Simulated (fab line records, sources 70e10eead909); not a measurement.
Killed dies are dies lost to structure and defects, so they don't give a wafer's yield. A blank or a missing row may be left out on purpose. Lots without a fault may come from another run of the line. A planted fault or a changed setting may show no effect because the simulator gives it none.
fab line records | flow nand_harc
record lots=7 wafers=21 last_day=24
route steps=1159 shown A_STAIRCASE@731 END@1159
lots that met no fault: from a run of the same line without faults
start_h: hours from the record's first day to the start of the lot's first wafer shown | wait_h: hours since the lot's step before | " the same as in the row above | L1.1+2: a row that stands for several wafers | - no value, or no start given | * or withheld: withheld | < > ~ a bound
route shown NAME@n: a module of which the file shows steps, and the number in the route of the first | usual: mean/standard deviation of fault-free wafers | same: alike in all rows | chamber/n: place in a boat | sites: the reading at each site | _std_site: their standard deviation | _edge_site: outer sites' mean less inner sites' | radius_mm: how far each site lies from the wafer's centre | mask NAME#n: copy n | behind: the tool/chamber that last shaped the wafer | hold: why the lot was held/for how many hours/how that ended | device: the transistor (n, p or np) that didn't switch | end of line: the same wafers' tests at the end of the route | a step without rows: its recipe alone | killed: dies lost to structure and defects at the first sort, not the wafer's yield | map: a wafer's dies, x killed, . not, _ none there
set.NAME: the setting as run; set.NAME@STEP: as run at that earlier step | model.NAME: the simulator's own value behind a step, which no gauge read
lots at some steps of the route; a table a step, a row a wafer
services: from which hour (start_h, from the record's first day; less than 0 if before it) a tool's chamber was out of use, for how many hours, and why
## steps
# step NHARC_A_STAIRCASE_PRECLEAN_448
# recipe time_s=* temp_c=50 bath_age_min=0 chemistry=SC1
# step NHARC_A_STAIRCASE_SRD_449
# step NHARC_A_STAIRCASE_CMP_450
# recipe target_thk_nm=200 material=SiO2
# usual edge_zone_pressure_frac=1.000/0.0051 motor_current_A=12.4/0.73
# columns lot.wafer tool chamber start_h wait_h edge_zone_pressure_frac motor_current_A
L274.3 cmp-04 1 331.68 - 1.000 12.6
L274.2 " 2 " " 0.996 11.4
L274.4 " 3 " " 1.002 11.4
L276.3 cmp-02 0 343.65 - 1.005 11.7
L276.6 " 3 " " 1.002 12.4
L276.5 " 0 " " 0.998 11.5
L284.4 cmp-03 0 394.43 - 0.983 12.0
L284.2 " 3 " " 1.002 12.7
L284.5 " 1 " " 1.002 11.7
L287.3 cmp-02 2 399.75 - 0.994 13.1
L287.1 " 0 " " 0.994 11.5
L287.5 " 3 " " 1.008 12.6
L286.1 cmp-03 1 403.86 - 1.001 12.2
L286.3 " 2 " " 0.994 13.2
L286.6 " 1 " " 1.002 12.0
L289.4 cmp-03 2 429.54 - 1.011 13.4
L289.3 " 0 " " 1.001 12.2
L289.5 " 2 " " 1.006 13.1
L293.1 cmp-03 0 441.89 - 1.005 12.4
L293.2 " 2 " " 1.000 12.5
L293.5 " 1 " " 0.994 12.4
# step NHARC_A_STAIRCASE_CMP_152
# usual edge_zone_pressure_frac=1.000/0.0053 motor_current_A=12.4/0.72
# columns lot.wafer tool chamber start_h wait_h edge_zone_pressure_frac motor_current_A
L274.3 cmp-04 1 331.76 0.1 1.007 11.8
L274.2 " 2 " " 1.004 11.5
L274.4 " 3 " " 0.992 12.1
L276.3 cmp-02 0 343.73 0.1 1.007 11.8
L276.6 " 3 " " 0.996 13.3
L276.5 " 0 " " 0.995 10.9
L284.4 cmp-03 0 394.50 0.1 0.993 11.7
L284.2 " 3 " " 0.999 13.1
L284.5 " 1 " " 0.998 10.8
L287.3 cmp-02 2 399.82 0.1 0.997 13.3
L287.1 " 0 " " 0.997 11.5
L287.5 " 3 " " 1.003 12.5
L286.1 cmp-03 1 403.94 0.1 0.997 11.1
L286.3 " 2 " " 1.008 12.5
L286.6 " 1 " " 0.992 12.2
L289.4 cmp-03 2 429.61 0.1 1.002 13.1
L289.3 " 0 " " 0.995 12.1
L289.5 " 2 " " 0.995 13.0
L293.1 cmp-03 0 441.96 0.1 0.999 12.0
L293.2 " 2 " " 0.999 12.6
L293.5 " 1 " " 0.994 11.8
# step NHARC_A_STAIRCASE_SRD_154
# step NHARC_A_STAIRCASE_ETCH_403
# recipe target_depth_a=1082 chemistry=dHF material=SiO2
# step NHARC_A_STAIRCASE_ETCHBACK_422
# recipe target_depth_a=400 over_etch_frac=0.3 time_s=74.286 ion_energy_ev=120 ch3f_flow_sccm=50 o2_flow_sccm=30 ar_flow_sccm=200 rf_w=500 bias_w=100 chemistry=CH3F/O2
# usual ch3f_flow_sccm=50.02/0.15 drypump_motor_current_A=5.6/0.37 oes_product_au=0.95/0.035 rf_vpp_V=244.6/1.8 showerhead_plenum_p_Torr=2.49/0.11 throttle_valve_pct=20.664/0.009
# columns lot.wafer tool chamber start_h wait_h ch3f_flow_sccm drypump_motor_current_A oes_product_au rf_hours_counter_h rf_vpp_V showerhead_plenum_p_Torr throttle_valve_pct
L274.2 rie_diel-13 0 332.21 0.1 49.80 5.9 0.99 19 248.3 2.65 20.654
L274.3 " 1 " " 50.04 6.1 0.98 20 242.8 2.45 20.662
L274.4 " 0 " " 49.80 5.9 0.99 - 246.3 2.65 20.661
L276.3 rie_diel-06 2 344.20 0.1 49.87 5.5 0.93 31 246.6 2.58 20.670
L276.6 " 0 " " 50.01 5.6 0.93 - 244.1 2.50 20.658
L276.5 " 1 " " 50.08 5.7 0.91 - 243.5 2.39 20.643
L284.2 rie_diel-06 0 394.99 0.1 49.81 5.6 0.99 52 245.3 2.49 20.671
L284.4 " 1 " " 50.04 5.7 0.97 51 243.3 2.38 20.680
L284.5 " 0 " " 49.77 5.6 0.99 - 245.3 2.49 20.678
L287.1 rie_diel-07 1 400.30 0.1 50.01 5.9 0.92 60 243.9 2.47 20.679
L287.3 " 3 " " 50.19 5.8 0.94 59 244.0 2.49 20.636
L287.5 " 0 " " 49.95 5.3 0.92 - 246.9 2.57 20.655
L286.1 rie_diel-07 0 404.40 0.1 50.18 5.3 0.99 60 245.9 2.57 20.661
L286.3 " 3 " " 49.88 5.8 1.02 61 243.7 2.49 20.678
L286.6 " 0 " " 49.88 5.3 0.99 - 246.4 2.57 20.653
L289.3 rie_diel-07 3 430.09 0.2 50.06 5.8 0.99 7 244.7 2.49 20.659
L289.4 " 0 " " 49.84 5.3 0.98 7 245.5 2.57 20.660
L289.5 " 1 " " 50.30 5.9 0.98 - 245.1 2.47 20.664
L293.2 rie_diel-13 1 442.43 0.1 50.16 6.1 0.92 53 243.7 2.44 20.662
L293.1 " 0 " " 49.93 5.9 0.92 59 246.3 2.64 20.663
L293.5 " 1 " " 50.02 6.1 0.91 - 245.2 2.44 20.665
# step NHARC_A_STAIRCASE_ETCH_423
# recipe target_depth_a=300 chemistry=dHF material=SiO2
# step NHARC_A_STAIRCASE_ETCHBACK_157
# recipe target_depth_a=900 over_etch_frac=0.3 time_s=167.14 ion_energy_ev=120 ch3f_flow_sccm=50 o2_flow_sccm=30 ar_flow_sccm=200 rf_w=500 bias_w=100 chemistry=CH3F/O2
# usual ch3f_flow_sccm=49.99/0.15 drypump_motor_current_A=5.6/0.35 oes_product_au=0.957/0.03 rf_vpp_V=244.7/1.5 showerhead_plenum_p_Torr=2.49/0.1 throttle_valve_pct=20.664/0.0094
# columns lot.wafer tool chamber start_h wait_h ch3f_flow_sccm drypump_motor_current_A oes_product_au rf_hours_counter_h rf_vpp_V showerhead_plenum_p_Torr throttle_valve_pct
L274.4 rie_diel-06 2 332.65 0.2 50.21 5.5 0.932 26 245.7 2.58 20.676
L274.2 " 3 " " 49.92 4.8 0.926 28 246.2 2.56 20.662
L274.3 " 0 " " 49.79 5.6 0.933 30 244.6 2.50 20.667
L276.3 rie_diel-06 3 344.59 0.2 49.98 4.8 0.966 34 245.4 2.56 20.648
L276.6 " 0 " " 50.06 5.6 0.976 - 246.2 2.50 20.665
L276.5 " 1 " " 50.15 5.7 0.965 - 242.9 2.39 20.673
L284.2 rie_diel-06 2 395.35 0.2 49.99 5.5 0.990 49 245.4 2.57 20.662
L284.4 " 3 " " 50.05 4.8 0.976 51 245.9 2.55 20.675
L284.5 " 2 " " 49.63 5.5 0.990 - 245.8 2.57 20.659
L287.1 rie_diel-06 0 400.65 0.2 49.74 5.7 0.923 55 245.9 2.49 20.652
L287.3 " 1 " " 49.87 5.7 0.909 54 244.3 2.38 20.647
L287.5 " 0 " " 50.10 5.7 0.925 - 245.2 2.49 20.650
L286.1 rie_diel-13 3 404.75 0.2 49.83 5.5 0.933 46 242.8 2.27 20.661
L286.3 " 2 " " 50.12 5.3 0.905 34 245.0 2.41 20.673
L286.6 " 2 " " 49.86 5.3 0.916 - 242.8 2.41 20.673
L289.3 rie_diel-07 0 430.42 0.2 49.80 5.3 0.977 7 246.0 2.57 20.673
L289.4 " 1 " " 50.19 5.8 0.987 6 242.5 2.47 20.669
L289.5 " 0 " " 49.98 5.3 0.982 - 245.8 2.57 20.667
L293.2 rie_diel-07 0 442.81 0.2 50.04 5.3 0.998 15 245.7 2.57 20.679
L293.1 " 2 " " 49.87 6.3 1.004 11 246.6 2.63 20.658
L293.5 " 0 " " 49.83 5.3 0.997 - 246.3 2.57 20.659
# step NHARC_A_STAIRCASE_STRIP_475
# recipe time_s=20 o2_flow_sccm=500 ar_flow_sccm=0 bias_w=0 chemistry=O2
# step NHARC_A_STAIRCASE_DEP_471
# recipe target_thk_a=1000 temp_c=400 pressure_torr=6.5 rf_w=900 teos_flow_sccm=161.4 flow_sccm=2650 target_thk_nm=100 gas=O2 material=SiO2
# usual heater_power_w=519/93 susceptor_temp_C=400.01/0.22 throttle_valve_pct=16.0/0.33
# columns lot.wafer tool chamber start_h wait_h heater_power_w susceptor_temp_C throttle_valve_pct
L274.2 pecvd-03 2 333.13 - 407 399.88 16.1
L274.3 " 1 " " 581 400.19 15.8
L274.4 " 0 " " 560 399.80 16.1
L276.3 pecvd-03 1 344.98 - 536 400.11 15.8
L276.5 " 1 " " 527 400.43 16.0
L276.6 " 0 " " 542 400.44 16.3
L284.2 pecvd-04 0 395.75 - 474 399.89 15.7
L284.5 " 1 " " 565 399.96 15.9
L284.4 " 2 " " 737 400.15 15.2
L287.1 pecvd-02 2 400.93 - 469 399.86 16.4
L287.3 " 1 " " 651 400.14 16.2
L287.5 " 2 " " 471 399.62 16.3
L286.1 pecvd-03 1 405.14 - 502 399.86 15.8
L286.3 " 2 " " 390 399.81 16.6
L286.6 " 2 " " 393 399.75 16.5
L289.3 pecvd-04 2 430.77 - 575 400.02 15.2
L289.5 " 0 " " 428 399.51 16.1
L289.4 " 1 " " 480 399.60 15.9
L293.2 pecvd-03 2 443.09 - 368 400.01 16.8
L293.1 " 0 " " 615 399.79 16.5
L293.5 " 0 " " 641 399.95 16.4
# step NHARC_A_STAIRCASE_CMP_472
# recipe material=SiO2
# usual edge_zone_pressure_frac=1.000/0.005 motor_current_A=12.3/0.74
# columns lot.wafer tool chamber start_h wait_h edge_zone_pressure_frac motor_current_A
L274.3 cmp-03 1 333.43 0.2 0.996 12.2
L274.2 " 2 " " 1.002 13.0
L274.4 " 3 " " 0.997 12.6
L276.3 cmp-04 0 345.26 0.2 0.998 12.8
L276.5 " 0 " " 0.995 12.7
L276.6 " 1 " " 1.006 11.8
L284.2 cmp-04 1 396.08 0.3 - -
L284.4 " 2 " " - -
L284.5 " 0 " " - -
L287.3 cmp-03 2 401.23 0.2 - -
L287.1 " 3 " " - -
L287.5 " 1 " " - -
L286.1 cmp-02 3 405.38 0.2 - -
L286.3 " 0 " " - -
L286.6 " 3 " " - -
L289.4 cmp-03 0 430.99 0.1 1.003 12.0
L289.3 " 1 " " 1.003 11.4
L289.5 " 0 " " 1.000 11.8
L293.2 cmp-02 1 443.39 0.3 0.999 12.9
L293.1 " 2 " " 0.992 13.4
L293.5 " 2 " " 0.997 12.9
# step NHARC_END_SORT_01
# recipe temp_c=25
# usual killed_at_array=25/7.8 killed_at_other=0.6/0.81 killed_at_periphery=3.3/2.2 killed_dies=29/8.2 killed_open=3.5/1.9 killed_short=1.8/1.3
# same gross_dies=677
# columns lot.wafer tool chamber start_h wait_h killed_at_array killed_at_other killed_at_periphery killed_dies killed_open killed_short
L284.2 prober-01 0 532.07 2.8 669 2 6 677 5 4
L284.4 prober-01 0 533.65 3.4 675 0 2 677 3 1
L284.5 prober-01 0 534.44 3.7 676 1 0 677 2 3
L286.1 prober-01 0 546.90 2.5 672 1 4 677 6 1
L286.3 prober-01 0 548.52 3.1 672 2 3 677 6 1
L286.6 prober-01 0 550.94 4.0 673 1 3 677 1 1
L287.1 prober-02 0 548.33 2.5 675 0 2 677 2 1
L287.3 prober-02 0 549.92 3.1 672 0 5 677 5 1
L287.5 prober-02 0 551.52 3.7 671 1 5 677 3 2
# killed by level:class
L284.2 A_STAIRCASE:area_cmp=653 A_CONTACT:chamber_film_flake=7 A_CHANNEL_HOLE_D1:chamber_film_flake=5 P_CONTACT:geometric_particle:open=3 P_M0:geometric_particle:short=1 P_BONDPAD:geometric_particle:open=1 A_CHANNEL_HOLE_D1:geometric_particle:open=1 A_CHANNEL_HOLE_D1:geometric_particle:short=1
L284.4 A_STAIRCASE:area_cmp=668 A_CONTACT:chamber_film_flake=4 P_GATE:geometric_particle:open=1 P_M0:geometric_particle:open=1 A_STAIRCASE:geometric_particle:open=1 A_WL_FILL:geometric_particle:short=1 A_CHANNEL_HOLE_D1:chamber_film_flake=1
L284.5 A_STAIRCASE:area_cmp=664 A_CONTACT:chamber_film_flake=5 A_CHANNEL_HOLE_D1:chamber_film_flake=3 A_WL_FILL:geometric_particle:short=2 A_CONTACT:geometric_particle:open=1 A_BLC:geometric_particle:open=1 STARTING-WAFER:geometric_particle:short=1
L286.1 A_STAIRCASE:area_cmp=638 A_SLIT:chamber_film_flake=17 A_CONTACT:chamber_film_flake=6 A_WL_FILL:chamber_film_flake=3 P_ZERO_WELL:chamber_film_flake=2 P_CONTACT:geometric_particle:open=1 P_M0:geometric_particle:open=1 A_WL_FILL:geometric_particle:short=1
L287.1 A_STAIRCASE:area_cmp=656 A_CHANNEL_HOLE_D1:chamber_film_flake=5 A_CONTACT:chamber_film_flake=4 A_M0:chamber_film_flake=4 P_CONTACT:geometric_particle:open=1 P_M0:geometric_particle:open=1 A_WL_FILL:geometric_particle:short=1 A_ZERO_WELL:chamber_film_flake=1
L286.3 A_STAIRCASE:area_cmp=637 A_SLIT:chamber_film_flake=14 A_CONTACT:chamber_film_flake=6 A_CHANNEL_HOLE_D1:chamber_film_flake=6 A_CONTACT:geometric_particle:open=2 A_STAIRCASE:chamber_film_flake=2 THIN_TSV:chamber_film_flake=2 P_M1:geometric_particle:open=1
L287.3 A_STAIRCASE:area_cmp=647 A_CHANNEL_HOLE_D1:chamber_film_flake=9 A_CONTACT:chamber_film_flake=4 A_M0:chamber_film_flake=4 P_M0:chamber_film_flake=2 A_CHANNEL_HOLE_D1:geometric_particle:open=1 A_SGD_CUT:geometric_particle:short=1 A_WL_FILL:geometric_particle:open=1
L286.6 A_STAIRCASE:area_cmp=646 A_SLIT:chamber_film_flake=13 A_CHANNEL_HOLE_D1:chamber_film_flake=4 A_CONTACT:chamber_film_flake=4 A_M0:chamber_film_flake=3 P_GATE:chamber_film_flake=2 A_STAIRCASE:chamber_film_flake=2 P_GATE:geometric_particle:short=1
L287.5 A_STAIRCASE:area_cmp=661 A_STAIRCASE:chamber_film_flake=2 A_CONTACT:chamber_film_flake=2 A_M0:chamber_film_flake=2 P_GATE:geometric_particle:open=1 P_M0:geometric_particle:open=1 A_ONON_D1:geometric_particle:short=1 A_CONTACT:geometric_particle:short=1
# map L284.2 (x killed, . not)
____________x____________
_________xxxxxxx_________
_______xxxxxxxxxxx_______
______xxxxxxxxxxxxx______
_____xxxxxxxxxxxxxxx_____
____xxxxxxxxxxxxxxxxx____
____xxxxxxxxxxxxxxxxx____
___xxxxxxxxxxxxxxxxxxx___
___xxxxxxxxxxxxxxxxxxx___
__xxxxxxxxxxxxxxxxxxxxx__
__xxxxxxxxxxxxxxxxxxxxx__
_xxxxxxxxxxxxxxxxxxxxxxx_
_xxxxxxxxxxxxxxxxxxxxxxx_
_xxxxxxxxxxxxxxxxxxxxxxx_
_xxxxxxxxxxxxxxxxxxxxxxx_
_xxxxxxxxxxxxxxxxxxxxxxx_
xxxxxxxxxxxxxxxxxxxxxxxxx
xxxxxxxxxxxxxxxxxxxxxxxxx
xxxxxxxxxxxxxxxxxxxxxxxxx
xxxxxxxxxxxxxxxxxxxxxxxxx
xxxxxxxxxxxxxxxxxxxxxxxxx
_xxxxxxxxxxxxxxxxxxxxxxx_
_xxxxxxxxxxxxxxxxxxxxxxx_
_xxxxxxxxxxxxxxxxxxxxxxx_
_xxxxxxxxxxxxxxxxxxxxxxx_
_xxxxxxxxxxxxxxxxxxxxxxx_
__xxxxxxxxxxxxxxxxxxxxx__
__xxxxxxxxxxxxxxxxxxxxx__
___xxxxxxxxxxxxxxxxxxx___
___xxxxxxxxxxxxxxxxxxx___
____xxxxxxxxxxxxxxxxx____
____xxxxxxxxxxxxxxxxx____
_____xxxxxxxxxxxxxxx_____
______xxxxxxxxxxxxx______
_______xxxxxxxxxxx_______
_________xxxxxxx_________
____________x____________
# map L286.1 (x killed, . not)
____________x____________
_________xxxxxxx_________
_______xxxxxxxxxxx_______
______xxxxxxxxxxxxx______
_____xxxxxxxxxxxxxxx_____
____xxxxxxxxxxxxxxxxx____
____xxxxxxxxxxxxxxxxx____
___xxxxxxxxxxxxxxxxxxx___
___xxxxxxxxxxxxxxxxxxx___
__xxxxxxxxxxxxxxxxxxxxx__
__xxxxxxxxxxxxxxxxxxxxx__
_xxxxxxxxxxxxxxxxxxxxxxx_
_xxxxxxxxxxxxxxxxxxxxxxx_
_xxxxxxxxxxxxxxxxxxxxxxx_
_xxxxxxxxxxxxxxxxxxxxxxx_
_xxxxxxxxxxxxxxxxxxxxxxx_
xxxxxxxxxxxxxxxxxxxxxxxxx
xxxxxxxxxxxxxxxxxxxxxxxxx
xxxxxxxxxxxxxxxxxxxxxxxxx
xxxxxxxxxxxxxxxxxxxxxxxxx
xxxxxxxxxxxxxxxxxxxxxxxxx
_xxxxxxxxxxxxxxxxxxxxxxx_
_xxxxxxxxxxxxxxxxxxxxxxx_
_xxxxxxxxxxxxxxxxxxxxxxx_
_xxxxxxxxxxxxxxxxxxxxxxx_
_xxxxxxxxxxxxxxxxxxxxxxx_
__xxxxxxxxxxxxxxxxxxxxx__
__xxxxxxxxxxxxxxxxxxxxx__
___xxxxxxxxxxxxxxxxxxx___
___xxxxxxxxxxxxxxxxxxx___
____xxxxxxxxxxxxxxxxx____
____xxxxxxxxxxxxxxxxx____
_____xxxxxxxxxxxxxxx_____
______xxxxxxxxxxxxx______
_______xxxxxxxxxxx_______
_________xxxxxxx_________
____________x____________
## services
# columns tool chamber start_h hours kind
pecvd-04 1 311.44 4.9 repair
pecvd-02 - 312.42 0.8 repair
cmp-02 - 320.30 2.4 repair
rie_diel-06 - 323.32 2.1 repair
cmp-04 - 323.61 3.4 repair
cmp-02 - 324.50 4.0 pm
rie_diel-07 - 325.65 0.8 repair
pecvd-02 - 335.20 13.0 pm
rie_diel-06 0 338.06 2.3 repair
cmp-02 - 338.31 0.3 repair
cmp-03 - 352.00 4.0 pm
pecvd-04 2 360.62 4.0 repair
pecvd-04 - 376.12 13.0 pm
pecvd-04 - 390.34 2.2 repair
cmp-03 - 398.35 0.2 repair
cmp-04 - 399.20 4.0 pm
rie_diel-13 1 399.79 10.7 repair
rie_diel-07 - 405.74 9.0 pm
cmp-04 - 415.56 2.7 repair
rie_diel-06 - 418.58 9.0 pm
cmp-02 - 422.50 4.0 pm
cmp-03 - 433.47 3.3 repair
cmp-04 - 435.05 0.7 repair
rie_diel-13 - 442.55 0.3 repair
## key
first_sign step=NHARC_A_STAIRCASE_CMP_472 reading=tool_record direction=missing
effect step=NHARC_END_SORT_01 reading=killed_at_array direction=up sigmas=83 usual=25 struck=673
more_kills_born_at NHARC_A_STAIRCASE_CMP_472@cmp-04=1985 NHARC_A_STAIRCASE_CMP_472@cmp-03=1964 NHARC_A_STAIRCASE_CMP_472@cmp-02=1921
met_at NHARC_A_STAIRCASE_CMP_472
struck_wafers L284.2,L284.4,L284.5,L286.1,L286.3,L286.6,L287.1,L287.3,L287.5
later_rows_left_out L284.2,L284.4,L284.5,L286.1,L286.3,L286.6,L287.1,L287.3,L287.5
tester_left_out L284,L286,L287
onset_between 345.26 396.08
fault kind=skipped_step_whole tool=cmp-02,cmp-03,cmp-04 chamber=- onset_h=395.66 steps=NHARC_A_STAIRCASE_CMP_472 scope=struck_lots_only
# tester_left_out: of these lots the tester's yield and bins aren't shown, on N5 and GAA mostly nor the transistor test; their killed dies are dies lost to structure and defects alone, not to doping, threshold or leakage, so they don't give the yield
# later_rows_left_out: the simulator's readings of these wafers behind a module that went badly wrong aren't trusted and aren't shown, but for the sort
